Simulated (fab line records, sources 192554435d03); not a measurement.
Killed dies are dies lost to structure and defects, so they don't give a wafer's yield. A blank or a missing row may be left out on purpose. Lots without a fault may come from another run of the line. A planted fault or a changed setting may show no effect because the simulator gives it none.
fab line records | flow n5_finfet | part 1 of 2: steps 1 to 19 of 26
record lots=5 wafers=15 last_day=19
route steps=1938 shown FIN_SAQP@107
lots that met no fault: from a run of the same line without faults
start_h: hours from the record's first day to the start of the lot's first wafer shown | wait_h: hours since the lot's step before | " the same as in the row above | L1.1+2: a row that stands for several wafers | - no value, or no start given | * or withheld: withheld | < > ~ a bound
route shown NAME@n: a module of which the file shows steps, and the number in the route of the first | usual: mean/standard deviation of fault-free wafers | same: alike in all rows | chamber/n: place in a boat | sites: the reading at each site | _std_site: their standard deviation | _edge_site: outer sites' mean less inner sites' | radius_mm: how far each site lies from the wafer's centre | mask NAME#n: copy n | behind: the tool/chamber that last shaped the wafer | hold: why the lot was held/for how many hours/how that ended | device: the transistor (n, p or np) that didn't switch | end of line: the same wafers' tests at the end of the route | a step without rows: its recipe alone | killed: dies lost to structure and defects at the first sort, not the wafer's yield | map: a wafer's dies, x killed, . not, _ none there
set.NAME: the setting as run; set.NAME@STEP: as run at that earlier step | model.NAME: the simulator's own value behind a step, which no gauge read
lots at some steps of the route; a table a step, a row a wafer
services: from which hour (start_h, from the record's first day; less than 0 if before it) a tool's chamber was out of use, for how many hours, and why
## steps
# step N5_FIN_SAQP_SOFTBAKE_11
# recipe temp_c=110 time_s=60 resist=CAR-ArF
# usual plate_temp_C=109.99/0.14
# columns lot.wafer tool chamber start_h wait_h plate_temp_C
L076.3 litho_track-04 0 - - 109.89
L076.5 " 0 " " 110.01
L076.6 " 0 " " 109.77
L086.1 litho_track-03 0 - - 109.92
L086.5 " 0 " " 110.24
L086.6 " 0 " " 110.19
L090.1 litho_track-04 0 - - 109.87
L090.4 " 0 " " 109.99
L090.5 " 0 " " 109.93
L092.3 litho_track-04 0 - - 110.24
L092.4 " 0 " " 110.10
L092.5 " 0 " " 110.29
L095.1 litho_track-04 0 - - 110.11
L095.2 " 0 " " 110.08
L095.3 " 0 " " 110.01
# step N5_FIN_SAQP_EXPOSE_13
# recipe mask_id=FIN_CORE na=1.35 source_shape=dipole sigma_inner=0.538 sigma_outer=0.738 polarization=te target_cd_nm=35.6 dose_mj=63.25
# same na=1.35
# columns lot.wafer tool chamber start_h wait_h mask
L076.3+5+6 arfi_scanner-02 0 34.20 - FIN_CORE#0
L086.1+5+6 arfi_scanner-01 0 93.78 - FIN_CORE#0
L090.1+4+5 arfi_scanner-03 0 118.39 - FIN_CORE#0
L092.3+4+5 arfi_scanner-03 0 129.61 - FIN_CORE#0
L095.1+2+3 arfi_scanner-02 0 148.62 - FIN_CORE#0
# step N5_FIN_SAQP_PEB_14
# recipe peb_temp_c=withheld peb_time_s=60 resist=CAR-ArF
# columns lot.wafer tool chamber start_h wait_h
L076.3+5+6 litho_track-03 0 34.25 0.0
L086.1+5+6 litho_track-05 0 93.84 0.1
L090.1+4+5 litho_track-03 0 118.45 0.1
L092.3+4+5 litho_track-05 0 129.66 0.0
L095.1+2+3 litho_track-03 0 148.68 0.1
# step N5_FIN_SAQP_DEVELOP_15
# recipe develop_time_s=30 developer=TMAH resist=CAR-ArF dev_temp_c=23 rinse_liquid=diw dry=air_spin
# columns lot.wafer tool chamber start_h wait_h
L076.3+5+6 litho_track-03 0 - -
L086.1+5+6 litho_track-05 0 - -
L090.1+4+5 litho_track-03 0 - -
L092.3+4+5 litho_track-05 0 - -
L095.1+2+3 litho_track-03 0 - -
# step N5_FIN_SAQP_CD_MEAS_16
# recipe target_cd_nm=35.6 landing_energy_ev=500 detector=se_inlens
# usual cd_nm=35.7/0.32
# columns lot.wafer tool chamber start_h wait_h cd_nm
L076.3 cd_sem-02 0 34.32 - 35.9
L076.5 " 0 " " 35.7
L076.6 " 0 " " 35.9
L086.1 cd_sem-03 0 93.91 - 35.8
L086.5 " 0 " " 35.6
L086.6 " 0 " " 35.8
L090.1 cd_sem-01 0 118.52 - 35.8
L090.4 " 0 " " 35.6
L090.5 " 0 " " 35.9
L092.3 cd_sem-03 0 129.73 - 35.6
L092.4 " 0 " " 36.4
L092.5 " 0 " " 36.0
L095.1 cd_sem-02 0 148.75 - 36.0
L095.2 " 0 " " 35.8
L095.3 " 0 " " 35.1
# step N5_FIN_SAQP_OVL_MEAS_17
# recipe points_per_wafer=44
# usual FIN_CORE_OVL=-0.2/0.76
# columns lot.wafer tool chamber start_h wait_h FIN_CORE_OVL[nm]
L076.3 overlay-02 0 34.35 0.0 -1.0
L076.5 " 0 " " 1.0
L076.6 " 0 " " -1.0
L086.1 overlay-02 0 93.95 0.0 -0.5
L086.5 " 0 " " 0.6
L086.6 " 0 " " 0.1
L090.1 overlay-01 0 118.56 0.0 0.0
L090.4 " 0 " " -1.3
L090.5 " 0 " " -0.5
L092.3 overlay-02 0 129.77 0.0 -0.5
L092.4 " 0 " " -0.9
L092.5 " 0 " " 0.0
L095.1 overlay-01 0 148.79 0.0 -0.2
L095.2 " 0 " " -1.4
L095.3 " 0 " " -0.6
# step N5_FIN_SAQP_INSPECT_18
# recipe mode=adi inspect_instrument=brightfield
# usual raw_defect_count=399/110
# columns lot.wafer tool chamber start_h wait_h raw_defect_count
L076.3 defect_inspect-02 - 34.38 0.0 420
L076.5 " - " " 312
L076.6 " - " " 331
L086.1 defect_inspect-01 - 93.97 0.0 537
L086.5 " - " " 488
L086.6 " - " " 685
L090.1 defect_inspect-01 - 118.58 0.0 205
L090.4 " - " " 560
L090.5 " - " " 345
L092.3 defect_inspect-02 - 129.79 0.0 266
L092.4 " - " " 279
L092.5 " - " " 481
L095.1 defect_inspect-01 - 148.81 0.0 422
L095.2 " - " " 535
L095.3 " - " " 435
# step N5_FIN_SAQP_DESCUM_21
# recipe chemistry=O2 time_s=7.9 source_power_w=50 bias_power_w=20 pressure_mtorr=20 rf_frequency_hz=2.712e+07 temp_c=40 resist=CAR-ArF o2_flow_sccm=225
# usual drypump_motor_current_A=5.9/0.52 oes_product_au=0.80/0.073 rf_vpp_V=243.6/1.3 showerhead_plenum_p_Torr=2.12/0.056 throttle_valve_pct=20.49/0.17
# columns lot.wafer tool chamber start_h wait_h drypump_motor_current_A oes_product_au rf_hours_counter_h rf_vpp_V showerhead_plenum_p_Torr throttle_valve_pct
L076.3 rie_diel-04 3 34.71 0.3 5.5 0.69 225 245.1 2.15 20.54
L076.5 " 3 " " 5.5 0.69 - 244.2 2.15 20.53
L076.6 " 0 " " 6.2 0.72 - 244.4 2.16 20.48
L086.1 rie_diel-05 0 94.01 0.0 5.7 0.86 47 244.2 2.22 20.48
L086.5 " 1 " " 6.6 0.81 - 243.9 2.11 20.25
L086.6 " 2 " " 6.1 0.75 - 243.8 2.18 20.71
L090.1 rie_diel-05 3 118.89 0.3 6.0 0.83 74 241.9 2.03 20.59
L090.4 " 2 " " 6.1 0.73 184 245.8 2.17 20.75
L090.5 " 1 " " 6.6 0.79 - 241.6 2.10 20.26
L092.3 rie_diel-01 1 129.82 0.0 5.7 0.77 150 244.5 2.11 20.66
L092.4 " 2 " " 4.9 0.70 225 244.5 2.16 20.37
L092.5 " 3 " " 5.2 0.78 - 243.3 2.10 20.69
L095.1 rie_diel-01 1 149.12 0.3 5.7 0.77 158 243.1 2.10 20.67
L095.2 " 2 " " 5.0 0.70 234 244.0 2.15 20.39
L095.3 " 3 " " 5.2 0.77 116 242.3 2.10 20.70
# step N5_FIN_SAQP_ETCH_51
# recipe chemistry=CF4 target=SiARC target_depth_a=455 mask_material=CAR-ArF time_s=75.8 ion_energy_ev=80 pressure_mtorr=40 source_w=545 bias_w=36 Ar_flow_sccm=100 cf4_flow_sccm=100 ends=cleared
# usual drypump_motor_current_A=5.9/0.52 etch_rf_on_time_s=75.8/0.97 oes_product_au=0.68/0.062 rf_vpp_V=184.4/1 showerhead_plenum_p_Torr=2.17/0.054 throttle_valve_pct=15.66/0.16
# columns lot.wafer tool chamber start_h wait_h drypump_motor_current_A etch_rf_on_time_s oes_product_au rf_hours_counter_h rf_vpp_V showerhead_plenum_p_Torr throttle_valve_pct
L076.3 rie_diel-04 3 34.75 0.0 5.5 77.1 0.58 225 184.8 2.21 15.86
L076.5 " 3 " " 5.5 77.1 0.58 - 185.9 2.21 15.87
L076.6 " 0 " " 6.2 77.0 0.60 - 186.1 2.21 15.73
L086.1 rie_diel-05 0 94.04 0.0 5.7 76.5 0.72 47 185.4 2.27 15.62
L086.5 " 1 " " 6.6 75.5 0.68 - 182.8 2.15 15.42
L086.6 " 2 " " 6.0 75.6 0.64 - 186.1 2.21 15.86
L090.1 rie_diel-05 3 118.92 0.0 6.0 74.3 0.72 74 182.9 2.08 15.74
L090.4 " 2 " " 6.0 75.4 0.63 184 185.6 2.21 15.89
L090.5 " 1 " " 6.6 74.4 0.68 - 185.3 2.15 15.46
L092.3 rie_diel-01 1 129.86 0.0 5.6 74.6 0.67 150 184.0 2.14 15.75
L092.4 " 2 " " 5.0 77.0 0.60 225 183.7 2.20 15.62
L092.5 " 3 " " 5.2 74.7 0.68 - 184.7 2.15 15.81
L095.1 rie_diel-01 1 149.16 0.0 5.7 76.1 0.65 158 184.6 2.14 15.76
L095.2 " 2 " " 5.0 77.5 0.58 234 186.0 2.20 15.63
L095.3 " 3 " " 5.2 74.9 0.67 116 184.1 2.15 15.84
# step N5_FIN_SAQP_ETCH_52
# recipe chemistry=N2/H2 target=SOC target_depth_a=1000 overetch_a=200 mask_material=SiARC temp_c=40 time_s=150 ion_energy_ev=200 pressure_mtorr=30 source_w=840 bias_w=150 n2_flow_sccm=200 h2_flow_sccm=200 ends=end_point
# usual drypump_motor_current_A=5.9/0.52 oes_product_au=0.71/0.063 rf_vpp_V=524.7/2 showerhead_plenum_p_Torr=2.57/0.069 throttle_valve_pct=17.90/0.15
# columns lot.wafer tool chamber start_h wait_h drypump_motor_current_A oes_product_au rf_hours_counter_h rf_vpp_V showerhead_plenum_p_Torr throttle_valve_pct
L076.3 rie_diel-04 3 34.80 0.0 5.5 0.61 225 525.6 2.62 18.08
L076.5 " 3 " " 5.5 0.62 - 525.9 2.62 18.10
L076.6 " 0 " " 6.2 0.64 - 525.0 2.63 17.91
L086.1 rie_diel-05 0 94.10 0.0 5.7 0.77 47 527.0 2.70 17.94
L086.5 " 1 " " 6.6 0.72 - 524.3 2.56 17.74
L086.6 " 2 " " 6.0 0.67 - 526.8 2.64 18.08
L090.1 rie_diel-05 3 118.98 0.0 6.0 0.75 74 521.7 2.46 17.91
L090.4 " 2 " " 6.0 0.67 184 525.5 2.64 18.09
L090.5 " 1 " " 6.6 0.71 - 522.5 2.56 17.76
L092.3 rie_diel-01 1 129.92 0.0 5.7 0.69 150 523.6 2.54 18.05
L092.4 " 2 " " 5.0 0.63 225 524.6 2.61 17.72
L092.5 " 3 " " 5.2 0.70 - 523.5 2.57 18.10
L095.1 rie_diel-01 1 149.21 0.0 5.6 0.69 158 523.6 2.54 18.05
L095.2 " 2 " " 5.0 0.63 234 525.8 2.60 17.71
L095.3 " 3 " " 5.2 0.69 116 524.1 2.57 18.11
# step N5_FIN_SAQP_STRIP_53
# recipe chemistry=N2/H2 temp_c=40 n2_flow_sccm=200 h2_flow_sccm=200 rf_frequency_hz=6e+07
# columns lot.wafer tool chamber start_h wait_h
L076.3+5+6 rie_diel-04 3,3,0 34.90 0.0
L086.1+5+6 rie_diel-05 0,1,2 94.20 0.0
L090.1+4+5 rie_diel-05 3,2,1 119.08 0.0
L092.3+4+5 rie_diel-01 1,2,3 130.01 0.0
L095.1+2+3 rie_diel-01 1,2,3 149.31 0.0
# step N5_FIN_SAQP_HM_OPEN_73
# recipe chemistry=CHF3/O2 target=SiO2 stop_on=a-Si target_depth_a=120 over_etch_frac=1.8 mask_material=SOC time_s=16.8 pressure_mtorr=30 source_w=650 bias_w=170 Ar_flow_sccm=200 CHF3_flow_sccm=50 O2_flow_sccm=5 ion_energy_ev=200 ends=end_point
# usual O2_flow_sccm=4.999/0.015 drypump_motor_current_A=5.9/0.52 oes_product_au=0.48/0.042 rf_vpp_V=525/5.8 showerhead_plenum_p_Torr=2.44/0.06 throttle_valve_pct=18.90/0.15
# columns lot.wafer tool chamber start_h wait_h O2_flow_sccm drypump_motor_current_A oes_product_au rf_hours_counter_h rf_vpp_V showerhead_plenum_p_Torr throttle_valve_pct
L076.3 rie_diel-04 3 34.91 0.0 4.981 5.5 0.41 225 528 2.48 19.02
L076.5 " 3 " " 4.986 5.5 0.42 - 528 2.48 19.01
L076.6 " 0 " " 4.990 6.2 0.44 - 531 2.48 18.90
L086.1 rie_diel-05 0 94.21 0.0 5.032 5.7 0.51 47 529 2.55 18.89
L086.5 " 1 " " 5.008 6.6 0.48 - 520 2.42 18.66
L086.6 " 2 " " 5.001 6.1 0.45 - 524 2.49 19.07
L090.1 rie_diel-05 3 119.09 0.0 4.990 5.9 0.50 74 521 2.35 19.00
L090.4 " 2 " " 5.026 6.0 0.44 184 526 2.49 19.10
L090.5 " 1 " " 4.975 6.6 0.48 - 519 2.42 18.65
L092.3 rie_diel-01 1 130.02 0.0 5.021 5.6 0.46 150 522 2.41 18.96
L092.4 " 2 " " 4.976 5.0 0.42 225 536 2.48 18.78
L092.5 " 3 " " 5.018 5.2 0.47 - 515 2.42 19.08
L095.1 rie_diel-01 1 149.32 0.0 4.983 5.6 0.46 158 520 2.41 18.99
L095.2 " 2 " " 4.973 5.0 0.41 234 537 2.48 18.82
L095.3 " 3 " " 4.993 5.2 0.47 116 515 2.42 19.08
# step N5_FIN_SAQP_STRIP_74
# recipe chemistry=CHF3/O2 resist=SiARC rf_frequency_hz=6e+07
# columns lot.wafer tool chamber start_h wait_h
L076.3+5+6 rie_diel-04 3,3,0 34.96 0.0
L086.1+5+6 rie_diel-05 0,1,2 94.26 0.0
L090.1+4+5 rie_diel-05 3,2,1 119.14 0.0
L092.3+4+5 rie_diel-01 1,2,3 130.08 0.0
L095.1+2+3 rie_diel-01 1,2,3 149.38 0.0
# step N5_FIN_SAQP_MANDREL_ETCH_22
# recipe target_depth_a=600 chemistry=HBr/Cl2 target=a-Si stop_on=SiNx bt_time_s=10 over_etch_frac=0.5 time_s=30 pressure_mtorr=10 icp_w=800 bias_w=75 HBr_flow_sccm=150 Cl2_flow_sccm=80 ends=end_point
# usual drypump_motor_current_A=5.95/0.14 oes_product_au=0.769/0.012 throttle_valve_pct=35.40/0.2
# columns lot.wafer tool chamber start_h wait_h drypump_motor_current_A oes_product_au rf_hours_counter_h throttle_valve_pct
L076.3 rie_si-02 3 34.99 0.0 5.79 0.777 4 35.69
L076.5 " 3 " " 5.79 0.775 - 35.68
L076.6 " 0 " " 5.92 0.779 - 35.53
L086.1 rie_si-02 2 94.29 0.0 5.93 0.759 6 35.51
L086.5 " 3 " " 5.79 0.774 - 35.67
L086.6 " 0 " " 5.92 0.778 - 35.53
L090.1 rie_si-02 0 119.17 0.0 5.91 0.775 88 35.52
L090.4 " 2 " " 5.92 0.772 6 35.50
L090.5 " 2 " " 5.93 0.768 - 35.50
L092.3 rie_si-04 0 130.11 0.0 5.84 0.749 8 35.27
L092.4 " 3 " " 5.88 0.774 24 35.41
L092.5 " 0 " " 5.86 0.759 - 35.27
L095.1 rie_si-02 3 149.41 0.0 5.78 0.777 6 35.66
L095.2 " 1 " " 5.93 0.759 6 35.12
L095.3 " 0 " " 5.94 0.782 89 35.53
# step N5_FIN_SAQP_STRIP_55
# recipe chemistry=N2/H2 power_w=500 temp_c=40 pressure_mtorr=50 rf_frequency_hz=6e+07 overash_fraction=0.3 bias_power_w=28 h2_frac=0.5 n2_flow_sccm=300 h2_flow_sccm=300
# usual drypump_motor_current_A=5.9/0.45 oes_product_au=0.77/0.08 rf_vpp_V=122.1/1.5 showerhead_plenum_p_Torr=3.40/0.085 throttle_valve_pct=19.05/0.21
# columns lot.wafer tool chamber start_h wait_h drypump_motor_current_A oes_product_au rf_hours_counter_h rf_vpp_V showerhead_plenum_p_Torr throttle_valve_pct
L076.3 rie_diel-05 3 35.50 0.5 6.0 0.87 42 119.2 3.27 18.86
L076.5 " 3 " " 6.0 0.87 - 123.0 3.27 18.83
L076.6 " 0 " " 5.7 0.89 - 122.5 3.57 19.13
L086.1 rie_diel-01 3 94.39 0.1 5.2 0.80 95 120.2 3.40 19.03
L086.5 " 1 " " 5.6 0.79 - 122.7 3.37 19.30
L086.6 " 0 " " 6.5 0.91 - 120.4 3.30 18.83
L090.1 rie_diel-04 1 119.40 0.2 6.3 0.67 236 125.0 3.31 18.95
L090.4 " 1 " " 6.2 0.68 - 121.1 3.31 18.94
L090.5 " 0 " " 6.2 0.68 - 124.0 3.45 18.93
L092.3 rie_diel-05 3 130.21 0.1 6.0 0.83 77 122.4 3.25 18.94
L092.4 " 2 " " 6.1 0.74 187 123.9 3.47 19.05
L092.5 " 0 " " 5.7 0.83 - 126.8 3.55 19.19
L095.1 rie_diel-04 2 149.52 0.1 5.6 0.71 172 120.7 3.34 19.39
L095.2 " 0 " " 6.2 0.68 246 123.1 3.44 18.95
L095.3 " 3 " " 5.5 0.96 8 122.6 3.44 19.01
# step N5_FIN_SAQP_STRIP_23
# recipe chemistry=SPM time_s=750 temp_c=130 h2so4_h2o2_vol_ratio=4
# columns lot.wafer tool chamber start_h wait_h
L076.3+5+6 wet_bench-05 7,0,5 35.57 -
L086.1+5+6 wet_bench-03 4,1,5 94.46 -
L090.1+4+5 wet_bench-03 7,2,0 119.46 -
L092.3+4+5 wet_bench-05 0,2,5 130.27 -
L095.1+2+3 wet_bench-03 1,4,2 149.59 -
# step N5_FIN_SAQP_SRD_66
# recipe dry=ipa_marangoni time_s=30 temp_c=23 rinse_liquid=diw
# columns lot.wafer tool chamber start_h wait_h
L076.3+5+6 wet_bench-05 7,0,5 35.77 0.0
L086.1+5+6 wet_bench-03 4,1,5 94.66 0.0
L090.1+4+5 wet_bench-03 7,2,0 119.67 0.0
L092.3+4+5 wet_bench-05 0,2,5 130.48 0.0
L095.1+2+3 wet_bench-03 1,4,2 149.80 0.0
# step N5_FIN_SAQP_RECESS_75
# recipe chemistry=HF/NH3 target=SiO2 target_depth_a=144 afs_cycles=3 temp_c=30 sublimation_temp_c=180 sublimation_time_s=60
# usual drypump_motor_current_A=5.6/0.62 foreline_p_Torr=0.1280/0.00038
# columns lot.wafer tool chamber start_h wait_h drypump_motor_current_A foreline_p_Torr
L076.3 vapor_etch-01 0 35.94 0.1 6.5 0.1279
L076.5 " 1 " " 5.3 0.1284
L076.6 " 0 " " 6.5 0.1275
L086.1 vapor_etch-01 0 94.71 0.0 6.5 0.1283
L086.5 " 0 " " 6.5 0.1286
L086.6 " 1 " " 5.3 0.1282
L090.1 vapor_etch-02 0 119.91 0.2 4.9 0.1279
L090.4 " 0 " " 4.9 0.1275
L090.5 " 1 " " 5.4 0.1278
L092.3 vapor_etch-01 1 130.65 0.1 5.3 0.1275
L092.4 " 0 " " 6.5 0.1273
L092.5 " 1 " " 5.3 0.1276
L095.1 vapor_etch-02 0 149.85 0.0 4.9 0.1279
L095.2 " 1 " " 5.4 0.1286
L095.3 " 0 " " 4.9 0.1281
# step N5_FIN_SAQP_SPACER1_ALD_24
# recipe material=SiO2 target_thk_a=203 temp_c=300 ald_precursor_family=BDEAS ald_co_reactant=O2-plasma pulse_time_s=1 purge_time_s=2 co_reactant_purge_time_s=2 ald_cycles=218 pressure_torr=2
# usual heater_power_outer_w=273/41 heater_power_w=485/60 precursor_pulse_height_rel=1.001/0.019
# columns lot.wafer tool chamber start_h wait_h heater_power_outer_w heater_power_w precursor_pulse_height_rel since_wet_clean_h
L076.3 ald_sin-02 1 36.20 0.1 266 489 0.978 317
L076.5 " 3 " " 264 489 0.980 -
L076.6 " 2 " " 363 611 0.985 -
L086.1 ald_sin-03 3 95.75 0.9 248 425 1.008 194
L086.5 " 3 " " 247 422 1.013 -
L086.6 " 2 " " 258 433 1.013 -
L090.1 ald_sin-02 0 120.30 0.3 278 463 1.022 21
L090.4 " 3 " " 258 475 1.020 21
L090.5 " 1 " " 267 484 0.993 -
L092.3 ald_sin-02 1 130.91 0.1 264 471 1.030 32
L092.4 " 3 " " 255 450 1.018 32
L092.5 " 2 " " 358 602 1.007 -
L095.1 ald_sin-03 1 150.37 0.4 251 467 0.994 248
L095.2 " 3 " " 255 439 1.031 248
L095.3 " 2 " " 249 452 0.992 248
